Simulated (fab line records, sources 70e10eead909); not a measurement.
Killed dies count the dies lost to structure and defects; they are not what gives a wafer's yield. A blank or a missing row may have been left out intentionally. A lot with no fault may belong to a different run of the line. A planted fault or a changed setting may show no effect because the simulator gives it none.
fab line records    flow nand-harc    part 1 of 2: steps 1 to 4 of 6
record: lots: 22  wafers: 66  last-day: 26
route steps=1159 shown A_CHANNEL_HOLE_D1@463 A_CHANNEL_FILL_D1@501
lots that met no fault: from a run of the same line without faults
start-h: the number of hours between the record's first day and the start of the first shown wafer of the lot    wait-h: hours elapsed since this lot's preceding step    " repeats the value in the row above    L1.1+2: several wafers, shown together as one row    - value missing, or start not given    * or withheld: withheld    < > ~ a bound
route shown NAME@n: a module of which the file shows steps, and the number in the route of the first    usual: mean and standard deviation over wafers with no fault    same: alike in all rows    chamber/n: place in a boat    sites: readings site by site    _std_site: the standard deviation of these    _edge_site: the outer-site mean with the inner-site mean subtracted    radius-mm: how far each site lies from the wafer's centre    mask NAME#n: copy n    behind: the last tool/chamber to shape the wafer    hold: reason for holding the lot/hours on hold/outcome of the hold    device: which transistor (n, p or np) failed to switch    end of line: tests run on the same wafers once the route is complete    where a step has no rows: the recipe by itself    killed: count of dies lost to structure and defects at first sort (not the wafer's yield)    map: dies across one wafer; x = killed, . = not, _ = none there
set.NAME: the setting the step ran with; set.NAME@STEP: the setting that earlier step ran with    model.NAME: the simulator's own value behind a step, which no gauge read
a sample of lots followed through the steps of the route, with each step as a table and each wafer as a row
services: when a tool's chamber went out of use (start-h, in hours from the record's first day, below 0 if earlier), for how many hours, and the reason
== steps ==
step: NHARC_A_CHANNEL_HOLE_D1_OVL_MEAS_11
usual: overlay-x-nm: 0.1/0.79  overlay-y-nm: 0.1/1.1
lot.wafer  tool        chamber  start-h  wait-h  overlay-x-nm  overlay-y-nm
L076.1     overlay-01  -        182.73   -       -0.5          0.0
L076.2     "           -        "        "       -0.6          0.1
L076.4     "           -        "        "       -0.4          0.2
L075.3     overlay-02  -        183.12   -       0.4           0.5
L075.4     "           -        "        "       0.5           0.3
L075.6     "           -        "        "       0.6           0.8
L077.1     overlay-01  -        183.61   -       0.0           -1.1
L077.2     "           -        "        "       0.0           -0.8
L077.3     "           -        "        "       -0.1          -0.3
L078.2     overlay-01  -        197.92   -       -1.6          -1.5
L078.4     "           -        "        "       -1.2          -1.6
L078.6     "           -        "        "       -1.2          -1.9
L079.1     overlay-02  -        198.94   -       -0.6          1.3
L079.2     "           -        "        "       -0.3          1.0
L079.4     "           -        "        "       -0.6          1.4
L082.1     overlay-02  -        216.10   -       -1.1          1.5
L082.2     "           -        "        "       -0.9          1.5
L082.3     "           -        "        "       -1.2          1.9
L080.1     overlay-02  -        216.60   -       0.0           -0.9
L080.2     "           -        "        "       -0.1          -1.4
L080.4     "           -        "        "       -0.1          -1.2
L081.3     overlay-01  -        216.83   -       -0.3          -0.1
L081.4     "           -        "        "       -0.6          0.0
L081.6     "           -        "        "       -0.3          0.0
L083.4     overlay-02  -        225.32   -       -0.7          -0.7
L083.5     "           -        "        "       -0.6          -0.7
L083.6     "           -        "        "       -0.2          -0.6
L084.2     overlay-01  -        225.47   -       0.6           0.0
L084.3     "           -        "        "       -0.2          -0.8
L084.5     "           -        "        "       0.5           -0.7
L088.1     overlay-02  -        246.12   -       0.4           0.2
L088.5     "           -        "        "       -0.3          -0.6
L088.6     "           -        "        "       -0.3          -0.1
L085.4     overlay-02  -        246.48   -       -0.1          2.2
L085.5     "           -        "        "       0.4           2.2
L085.6     "           -        "        "       0.6           2.3
L086.2     overlay-01  -        247.94   -       0.4           1.2
L086.3     "           -        "        "       0.6           1.4
L086.5     "           -        "        "       0.2           1.4
L087.3     overlay-01  -        260.21   -       -0.1          -0.2
L087.4     "           -        "        "       -0.5          -0.3
L087.5     "           -        "        "       -0.3          -0.4
L090.3     overlay-02  -        267.59   -       -1.3          3.1
L090.4     "           -        "        "       -1.2          2.6
L090.5     "           -        "        "       -1.1          2.2
L089.2     overlay-01  -        268.53   -       1.8           -0.4
L089.3     "           -        "        "       1.3           -0.8
L089.5     "           -        "        "       1.5           -0.3
L092.1     overlay-01  -        277.59   -       -0.1          -0.9
L092.5     "           -        "        "       0.1           -1.1
L092.6     "           -        "        "       -0.1          -0.3
L093.1     overlay-01  -        281.68   -       0.3           -1.3
L093.3     "           -        "        "       0.0           0.0
L093.5     "           -        "        "       -0.1          -1.0
L095.1     overlay-01  -        290.87   -       0.1           0.8
L095.2     "           -        "        "       0.2           0.8
L095.5     "           -        "        "       -0.1          1.1
L094.3     overlay-02  -        291.05   -       1.0           0.1
L094.4     "           -        "        "       0.7           -0.1
L094.5     "           -        "        "       1.7           0.1
L096.1     overlay-01  -        301.04   -       0.5           -1.6
L096.2     "           -        "        "       1.1           -2.4
L096.3     "           -        "        "       0.6           -2.1
L097.2     overlay-02  -        313.02   -       0.1           -0.6
L097.3     "           -        "        "       0.5           -0.8
L097.6     "           -        "        "       0.9           -0.3
step: NHARC_A_CHANNEL_HOLE_D1_DESCUM_15
recipe: time-s: 3  o2-flow-sccm: 200  ar-flow-sccm: 0  bias-power-w: 0  chemistry: O2
usual: chamber-pressure-mTorr: 60.00/0.056  drypump-motor-current-A: 5.8/0.4  oes-product-au: 1.001/0.0096  rf-vpp-V: 57.7/0.88  showerhead-plenum-p-Torr: 1.90/0.083  throttle-valve-pct: 11.312/0.0085
same: time-s: 3
lot.wafer  tool         chamber  start-h  wait-h  chamber-pressure-mTorr  drypump-motor-current-A  oes-product-au  rf-hours-counter-h  rf-vpp-V  showerhead-plenum-p-Torr  throttle-valve-pct
L076.1     rie-diel-03  0        182.84   0.1     60.13                   5.1                      1.029           8                   57.0      1.85                      11.318
L076.4     "            1        "        "       59.94                   6.0                      1.000           9                   58.0      1.78                      11.311
L076.2     "            2        "        "       59.99                   5.4                      0.999           10                  59.0      2.01                      11.304
L075.3     rie-diel-12  2        183.21   0.1     60.11                   6.0                      0.999           9                   59.4      1.95                      11.307
L075.4     "            0        "        "       60.04                   6.4                      1.005           11                  56.1      1.82                      11.325
L075.6     "            3        "        "       59.98                   6.1                      1.009           -                   58.0      1.80                      11.314
L077.2     rie-diel-08  1        183.72   0.1     60.06                   5.4                      0.992           2                   57.0      1.86                      11.300
L077.1     "            2        "        "       59.94                   5.6                      1.001           3                   57.1      1.92                      11.308
L077.3     "            3        "        "       60.01                   6.5                      0.994           3                   57.9      1.87                      11.308
L078.2     rie-diel-08  2        198.02   0.1     59.95                   5.6                      1.002           4                   57.7      1.92                      11.307
L078.4     "            0        "        "       60.01                   5.7                      0.986           3                   58.7      1.97                      11.301
L078.6     "            3        "        "       60.04                   6.5                      0.996           -                   58.4      1.87                      11.310
L079.1     rie-diel-12  1        199.04   0.1     60.05                   5.9                      0.994           13                  58.0      2.01                      11.317
L079.2     "            3        "        "       59.85                   6.1                      0.986           12                  56.3      1.80                      11.297
L079.4     "            0        "        "       60.01                   6.4                      0.986           13                  59.6      1.81                      11.318
L082.2     rie-diel-08  0        216.20   0.1     60.00                   5.7                      1.008           4                   58.8      1.97                      11.306
L082.1     "            1        "        "       59.91                   5.3                      0.991           4                   57.6      1.86                      11.312
L082.3     "            3        "        "       60.07                   6.5                      1.010           5                   57.0      1.87                      11.324
L080.2     rie-diel-12  1        216.70   0.1     59.96                   5.9                      1.011           0                   57.8      2.01                      11.303
L080.1     "            2        "        "       59.94                   6.0                      0.997           1                   57.1      1.95                      11.311
L080.4     "            3        "        "       59.95                   6.1                      1.001           1                   58.0      1.80                      11.314
L081.3     rie-diel-12  0        217.02   0.2     60.00                   6.4                      1.000           1                   58.4      1.81                      11.313
L081.4     "            1        "        "       59.94                   5.9                      1.017           1                   58.3      2.01                      11.319
L081.6     "            0        "        "       59.93                   6.4                      1.006           -                   55.7      1.81                      11.319
L083.4     rie-diel-08  2        225.41   0.1     60.00                   5.6                      1.005           5                   58.6      1.92                      11.317
L083.5     "            2        "        "       60.08                   5.6                      1.005           -                   56.5      1.92                      11.311
L083.6     "            3        "        "       59.89                   6.5                      1.004           -                   58.4      1.87                      11.315
L084.3     rie-diel-03  2        225.56   0.1     59.86                   5.4                      1.012           0                   59.5      2.01                      11.325
L084.2     "            0        "        "       59.94                   5.1                      1.002           0                   56.6      1.85                      11.303
L084.5     "            3        "        "       59.96                   5.6                      0.992           -                   57.9      2.01                      11.321
L088.1     rie-diel-08  1        246.25   0.1     59.96                   5.3                      0.997           6                   57.5      1.86                      11.313
L088.5     "            2        "        "       60.04                   5.6                      1.003           -                   59.0      1.92                      11.316
L088.6     "            3        "        "       59.97                   6.5                      1.012           -                   59.0      1.87                      11.322
L085.4     rie-diel-12  0        246.59   0.1     59.97                   6.4                      0.991           2                   57.4      1.81                      11.320
L085.5     "            3        "        "       60.05                   6.1                      1.004           -                   58.2      1.79                      11.313
L085.6     "            0        "        "       60.03                   6.4                      1.005           -                   56.3      1.81                      11.308
L086.2     rie-diel-08  2        248.04   0.1     59.98                   5.6                      0.992           7                   57.9      1.92                      11.310
L086.3     "            3        "        "       60.01                   6.5                      1.005           7                   57.6      1.87                      11.326
L086.5     "            2        "        "       60.06                   5.6                      1.000           -                   57.6      1.92                      11.326
L087.3     rie-diel-03  3        260.32   0.1     60.02                   5.6                      1.003           2                   57.6      2.01                      11.315
L087.4     "            0        "        "       60.00                   5.0                      0.999           3                   57.5      1.85                      11.311
L087.5     "            3        "        "       60.03                   5.6                      1.003           -                   57.9      2.01                      11.310
L090.3     rie-diel-03  0        267.71   0.1     59.97                   5.1                      0.994           3                   56.2      1.85                      11.315
L090.4     "            1        "        "       60.04                   6.0                      1.017           3                   56.2      1.78                      11.317
L090.5     "            3        "        "       59.99                   5.6                      1.005           -                   58.2      2.01                      11.303
L089.3     rie-diel-12  0        268.62   0.1     59.98                   6.4                      1.007           5                   57.3      1.81                      11.316
L089.2     "            3        "        "       59.95                   6.1                      0.987           5                   57.2      1.79                      11.304
L089.5     "            3        "        "       60.01                   6.1                      0.997           -                   56.9      1.79                      11.304
L092.1     rie-diel-03  1        277.69   0.1     60.04                   6.0                      1.009           4                   58.8      1.78                      11.325
L092.5     "            1        "        "       59.99                   6.0                      1.000           -                   57.2      1.78                      11.325
L092.6     "            2        "        "       60.10                   5.4                      1.003           -                   59.0      2.01                      11.312
L093.3     rie-diel-08  1        281.80   0.1     59.99                   5.3                      1.007           8                   58.1      1.85                      11.302
L093.1     "            3        "        "       60.08                   6.5                      0.998           9                   57.2      1.87                      11.320
L093.5     "            0        "        "       59.88                   5.7                      0.991           -                   58.2      1.97                      11.313
L095.2     rie-diel-12  2        290.96   0.1     59.97                   5.9                      0.988           6                   58.1      1.95                      11.311
L095.1     "            3        "        "       60.05                   6.1                      0.999           7                   57.0      1.79                      11.314
L095.5     "            3        "        "       60.07                   6.1                      0.998           -                   58.4      1.79                      11.317
L094.3     rie-diel-03  1        291.15   0.1     59.96                   6.0                      1.006           5                   57.6      1.78                      11.303
L094.4     "            3        "        "       59.99                   5.6                      1.007           5                   59.0      2.01                      11.314
L094.5     "            1        "        "       59.96                   6.0                      1.006           -                   57.1      1.78                      11.331
L096.1     rie-diel-12  2        301.13   0.1     60.02                   5.9                      0.979           7                   57.0      1.95                      11.325
L096.3     "            0        "        "       59.97                   6.4                      0.996           8                   57.2      1.81                      11.308
L096.2     "            1        "        "       60.01                   5.9                      1.010           6                   59.4      2.01                      11.308
L097.3     rie-diel-12  3        313.11   0.1     60.03                   6.1                      1.007           9                   56.5      1.79                      11.304
L097.2     "            0        "        "       59.98                   6.4                      1.003           9                   57.3      1.81                      11.329
L097.6     "            3        "        "       60.05                   6.1                      1.001           -                   56.2      1.79                      11.301
step: NHARC_A_CHANNEL_HOLE_D1_ETCH_20
recipe: bias-v: 3000  source-w: withheld  pressure-mtorr: 20  time-s: 361.9  ar-flow-sccm: 375  c4f8-flow-sccm: 89.3  o2-flow-sccm: 35.7  temp-c: -20  target-depth-a: 16000  chemistry: C4F8/O2/Ar
usual: c4f8-flow-sccm: 89.26/0.28  chamber-pressure-mTorr: 19.998/0.019  drypump-motor-current-A: 5.6/0.43  showerhead-plenum-p-Torr: 3.74/0.1  throttle-valve-pct: 32.155/0.0097
same: time-s: 361.9
lot.wafer  tool         chamber  start-h  wait-h  c4f8-flow-sccm  chamber-pressure-mTorr  drypump-motor-current-A  rf-hours-counter-h  showerhead-plenum-p-Torr  throttle-valve-pct
L076.2     har-etch-02  0        184.15   0.1     88.90           20.024                  5.9                      106                 3.87                      32.171
L076.1     "            1        "        "       89.69           19.978                  5.4                      106                 3.64                      32.155
L076.4     "            1        "        "       89.29           20.019                  5.4                      -                   3.64                      32.150
L075.3     har-etch-01  1        184.61   0.2     88.87           20.010                  4.9                      -                   3.67                      32.145
L075.4     "            0        "        "       89.47           19.969                  6.0                      -                   3.83                      32.182
L075.6     "            0        "        "       89.82           19.973                  6.0                      -                   3.83                      32.144
L077.1     har-etch-02  1        188.31   0.1     89.07           19.987                  5.4                      110                 3.64                      32.164
L077.2     "            0        "        "       89.55           19.971                  5.9                      110                 3.87                      32.138
L077.3     "            1        "        "       89.14           19.986                  5.4                      -                   3.64                      32.159
L078.2     har-etch-02  0        199.61   0.1     89.21           20.004                  5.9                      118                 3.87                      32.142
L078.4     "            1        "        "       89.01           19.997                  5.4                      -                   3.63                      32.143
L078.6     "            1        "        "       89.33           19.998                  5.4                      -                   3.63                      32.143
L079.2     har-etch-01  1        200.34   0.1     89.64           20.001                  4.9                      195                 3.66                      32.147
L079.1     "            0        "        "       89.19           20.017                  6.0                      195                 3.82                      32.163
L079.4     "            1        "        "       89.53           19.988                  4.9                      -                   3.66                      32.139
L082.2     har-etch-02  0        217.55   0.1     89.96           20.008                  5.9                      124                 3.86                      32.167
L082.1     "            1        "        "       89.02           19.976                  5.4                      124                 3.63                      32.163
L082.3     "            1        "        "       89.06           19.987                  5.4                      -                   3.63                      32.138
L080.2     har-etch-01  0        218.11   0.1     89.00           19.978                  6.0                      201                 3.82                      32.149
L080.1     "            1        "        "       89.13           20.016                  4.9                      201                 3.66                      32.157
L080.4     "            1        "        "       89.09           19.971                  4.9                      -                   3.66                      32.147
L081.3     har-etch-02  1        221.84   0.2     89.40           19.973                  5.4                      -                   3.63                      32.150
L081.4     "            0        "        "       89.55           19.978                  5.9                      -                   3.86                      32.151
L081.6     "            1        "        "       89.38           20.008                  5.4                      -                   3.63                      32.169
L083.4     har-etch-01  0        226.83   0.2     89.17           20.023                  6.0                      -                   3.82                      32.161
L083.6     "            0        "        "       89.04           20.012                  6.0                      -                   3.82                      32.151
L083.5     "            1        "        "       88.83           20.007                  4.9                      -                   3.65                      32.143
L084.2     har-etch-02  0        226.86   0.1     89.58           19.970                  5.9                      131                 3.86                      32.159
L084.3     "            0        "        "       89.50           19.983                  5.9                      -                   3.86                      32.155
L084.5     "            0        "        "       89.52           20.003                  5.9                      -                   3.86                      32.161
L088.1     har-etch-02  0        247.53   0.1     89.20           20.005                  5.9                      137                 3.86                      32.140
L088.5     "            0        "        "       89.26           19.992                  5.9                      -                   3.86                      32.153
L088.6     "            1        "        "       88.84           19.973                  5.4                      -                   3.62                      32.140
L085.4     har-etch-01  1        247.99   0.2     89.62           19.970                  4.9                      -                   3.65                      32.137
L085.5     "            1        "        "       89.50           20.025                  4.9                      -                   3.65                      32.157
L085.6     "            0        "        "       89.35           20.023                  6.0                      -                   3.81                      32.162
L086.2     har-etch-02  1        251.72   0.1     88.69           19.976                  5.4                      141                 3.62                      32.150
L086.3     "            0        "        "       89.67           20.009                  5.9                      -                   3.85                      32.148
L086.5     "            1        "        "       89.09           19.983                  5.4                      -                   3.62                      32.153
L087.4     har-etch-02  0        261.71   0.2     89.39           20.042                  5.9                      -                   3.85                      32.162
L087.3     "            1        "        "       88.59           19.987                  5.4                      -                   3.62                      32.145
L087.5     "            1        "        "       88.97           20.005                  5.4                      -                   3.62                      32.149
L090.4     har-etch-01  0        269.08   0.2     88.91           19.978                  6.0                      -                   3.81                      32.158
L090.3     "            1        "        "       89.22           19.975                  4.9                      -                   3.64                      32.156
L090.5     "            1        "        "       88.82           20.018                  4.9                      -                   3.64                      32.163
L089.2     har-etch-02  0        270.17   0.1     89.63           19.989                  5.9                      150                 3.85                      32.156
L089.3     "            1        "        "       88.98           19.998                  5.4                      -                   3.62                      32.165
L089.5     "            1        "        "       89.17           20.020                  5.4                      -                   3.62                      32.171
L092.1     har-etch-01  0        278.99   0.1     89.08           19.994                  6.0                      229                 3.80                      32.154
L092.5     "            0        "        "       89.07           20.002                  6.0                      -                   3.80                      32.160
L092.6     "            1        "        "       89.35           20.041                  5.0                      -                   3.64                      32.156
L093.1     har-etch-01  0        283.16   0.1     88.91           19.995                  6.1                      232                 3.80                      32.170
L093.3     "            0        "        "       89.48           20.015                  6.1                      -                   3.80                      32.164
L093.5     "            0        "        "       89.19           20.005                  6.0                      -                   3.80                      32.169
L095.1     har-etch-02  0        292.25   0.1     89.36           19.981                  5.9                      161                 3.84                      32.152
L095.2     "            1        "        "       88.97           20.020                  5.4                      161                 3.61                      32.159
L095.5     "            1        "        "       89.05           20.024                  5.4                      -                   3.61                      32.159
L094.3     har-etch-01  1        292.55   0.2     89.42           20.028                  4.9                      -                   3.64                      32.149
L094.4     "            0        "        "       89.35           19.981                  6.0                      -                   3.80                      32.170
L094.5     "            0        "        "       89.40           20.026                  6.0                      -                   3.80                      32.149
L096.2     har-etch-01  1        302.43   0.1     88.79           19.989                  4.9                      242                 3.63                      32.139
L096.1     "            0        "        "       89.45           19.968                  6.0                      242                 3.80                      32.146
L096.3     "            0        "        "       89.50           20.010                  6.0                      -                   3.80                      32.146
L097.2     har-etch-02  1        314.40   0.1     89.09           20.027                  5.4                      171                 3.60                      32.156
L097.3     "            1        "        "       89.37           20.011                  5.4                      -                   3.60                      32.155
L097.6     "            1        "        "       89.13           20.003                  5.4                      -                   3.60                      32.158
step: NHARC_A_CHANNEL_FILL_D1_STRIP_28
recipe: time-s: 20  o2-flow-sccm: 500  ar-flow-sccm: 0  bias-w: 0  chemistry: O2
usual: chamber-pressure-mTorr: 60.00/0.11  drypump-motor-current-A: 5.6/0.47  oes-product-au: 1.001/0.01  rf-vpp-V: 57.7/0.93  showerhead-plenum-p-Torr: 3.52/0.12  throttle-valve-pct: 17.037/0.0092
same: time-s: 20
lot.wafer  tool         chamber  start-h  wait-h  chamber-pressure-mTorr  drypump-motor-current-A  oes-product-au  rf-hours-counter-h  rf-vpp-V  showerhead-plenum-p-Torr  throttle-valve-pct
L076.4     rie-diel-01  3        216.39   0.1     59.97                   5.3                      0.995           2                   57.4      3.47                      17.038
L076.2     "            0        "        "       59.98                   5.2                      1.017           2                   57.5      3.57                      17.013
L076.1     "            2        "        "       59.90                   5.3                      0.990           2                   55.6      3.42                      17.036
L075.3     rie-diel-04  2        216.40   0.1     59.86                   5.8                      0.989           3                   56.8      3.68                      17.053
L075.4     "            0        "        "       60.04                   5.2                      0.987           2                   55.7      3.33                      17.024
L075.6     "            2        "        "       60.10                   5.8                      1.000           -                   59.1      3.68                      17.031
L077.1     rie-diel-06  2        222.78   0.1     59.96                   5.8                      1.008           31                  59.5      3.73                      17.032
L077.3     "            0        "        "       59.95                   4.9                      1.020           31                  57.0      3.39                      17.023
L077.2     "            1        "        "       60.04                   6.0                      0.994           32                  57.9      3.60                      17.042
L079.1     rie-diel-04  1        230.02   0.1     60.02                   6.3                      0.996           3                   58.0      3.60                      17.046
L079.4     "            2        "        "       60.12                   5.8                      1.009           3                   60.2      3.68                      17.033
L079.2     "            3        "        "       60.01                   5.5                      1.002           3                   57.0      3.53                      17.043
L078.4     rie-diel-06  1        230.03   0.1     59.98                   6.0                      0.982           33                  58.2      3.60                      17.029
L078.2     "            3        "        "       59.92                   6.3                      1.013           31                  56.7      3.41                      17.059
L078.6     "            2        "        "       59.99                   5.8                      1.009           -                   59.4      3.73                      17.024
L082.2     rie-diel-04  1        252.52   0.1     60.04                   6.3                      0.998           4                   55.4      3.60                      17.034
L082.3     "            2        "        "       60.01                   5.8                      1.007           4                   58.4      3.68                      17.042
L082.1     "            3        "        "       59.90                   5.5                      0.999           3                   58.7      3.53                      17.025
L080.4     rie-diel-01  2        252.53   0.1     60.00                   5.3                      0.984           4                   58.5      3.42                      17.044
L080.1     "            3        "        "       59.89                   5.3                      1.001           4                   58.7      3.47                      17.041
L080.2     "            0        "        "       59.96                   5.2                      1.022           4                   56.9      3.57                      17.024
L084.3     rie-diel-04  2        257.65   0.1     59.96                   5.8                      0.992           4                   58.7      3.68                      17.042
L084.2     "            1        "        "       60.04                   6.3                      0.993           4                   57.8      3.60                      17.051
L084.5     "            2        "        "       60.01                   5.8                      1.001           -                   57.1      3.68                      17.034
L081.4     rie-diel-01  0        257.66   0.1     60.04                   5.1                      1.007           4                   59.0      3.57                      17.020
L081.3     "            1        "        "       59.96                   6.3                      0.982           4                   58.2      3.47                      17.041
L081.6     "            1        "        "       59.99                   6.3                      0.993           -                   57.8      3.47                      17.044
L083.4     rie-diel-06  2        258.05   0.4     59.99                   5.8                      1.006           2                   57.5      3.73                      17.044
L083.5     "            2        "        "       60.05                   5.7                      1.012           -                   59.5      3.73                      17.048
L083.6     "            3        "        "       60.02                   6.3                      1.016           -                   57.1      3.41                      17.038
L088.1     rie-diel-04  2        278.72   0.1     60.07                   5.8                      0.996           4                   58.6      3.68                      17.037
L088.5     "            0        "        "       60.10                   5.2                      1.004           -                   57.5      3.33                      17.031
L088.6     "            1        "        "       60.02                   6.3                      0.995           -                   59.1      3.60                      17.037
L085.4     rie-diel-01  2        278.72   0.1     60.00                   5.2                      0.999           5                   57.4      3.42                      17.027
L085.5     "            3        "        "       59.96                   5.3                      1.009           -                   56.2      3.47                      17.027
L085.6     "            0        "        "       59.96                   5.1                      1.014           -                   57.9      3.57                      17.033
L086.3     rie-diel-04  3        285.08   0.1     59.99                   5.5                      0.995           4                   57.3      3.53                      17.029
L086.2     "            1        "        "       60.00                   6.3                      0.988           4                   58.1      3.60                      17.030
L086.5     "            0        "        "       59.93                   5.2                      1.002           -                   56.9      3.33                      17.035
L087.4     rie-diel-01  1        291.75   0.1     60.01                   6.4                      0.994           5                   58.0      3.47                      17.027
L087.3     "            0        "        "       60.08                   5.1                      1.016           6                   58.9      3.57                      17.023
L087.5     "            1        "        "       59.99                   6.3                      0.999           -                   58.2      3.47                      17.038
L090.4     rie-diel-01  2        298.86   0.1     60.06                   5.3                      0.982           6                   58.9      3.42                      17.039
L090.3     "            3        "        "       59.90                   5.3                      1.012           6                   56.3      3.47                      17.037
L090.5     "            3        "        "       59.89                   5.3                      1.008           -                   57.7      3.47                      17.048
L089.3     rie-diel-06  1        299.33   0.6     59.97                   6.0                      1.017           11                  57.2      3.60                      17.053
L089.2     "            2        "        "       59.96                   5.7                      1.001           12                  57.7      3.72                      17.034
L089.5     "            0        "        "       59.99                   5.0                      1.014           -                   57.3      3.38                      17.030
L092.1     rie-diel-04  0        308.38   0.1     59.95                   5.2                      1.016           0                   57.8      3.32                      17.047
L092.6     "            1        "        "       60.08                   6.3                      1.012           -                   57.6      3.60                      17.031
L092.5     "            2        "        "       59.98                   5.8                      1.016           -                   58.1      3.68                      17.044
L093.3     rie-diel-04  1        313.47   0.1     59.93                   6.3                      1.002           0                   57.7      3.60                      17.029
L093.1     "            2        "        "       60.05                   5.8                      1.007           0                   59.4      3.68                      17.047
L093.5     "            0        "        "       60.05                   5.2                      1.014           -                   57.2      3.32                      17.043
L094.3     rie-diel-01  0        323.99   0.1     60.02                   5.2                      1.006           0                   58.0      3.57                      17.026
L094.4     "            2        "        "       60.00                   5.2                      0.991           0                   57.0      3.42                      17.052
L094.5     "            0        "        "       60.01                   5.2                      0.998           -                   58.7      3.57                      17.034
L095.2     rie-diel-04  3        324.00   0.1     59.90                   5.5                      0.999           0                   58.1      3.53                      17.036
L095.1     "            1        "        "       60.02                   6.4                      1.002           1                   58.2      3.60                      17.036
L095.5     "            3        "        "       60.05                   5.5                      1.010           -                   58.3      3.53                      17.043
L096.3     rie-diel-04  0        332.58   0.1     60.00                   5.2                      1.004           1                   57.1      3.32                      17.045
L096.2     "            1        "        "       59.98                   6.3                      0.993           1                   57.9      3.60                      17.032
L096.1     "            2        "        "       60.04                   5.8                      1.003           1                   58.6      3.68                      17.036
L097.2     rie-diel-01  3        344.79   0.1     60.12                   5.3                      0.995           1                   58.6      3.47                      17.029
L097.3     "            0        "        "       59.99                   5.1                      1.006           1                   59.1      3.57                      17.029
L097.6     "            0        "        "       60.11                   5.2                      1.007           -                   57.5      3.57                      17.034
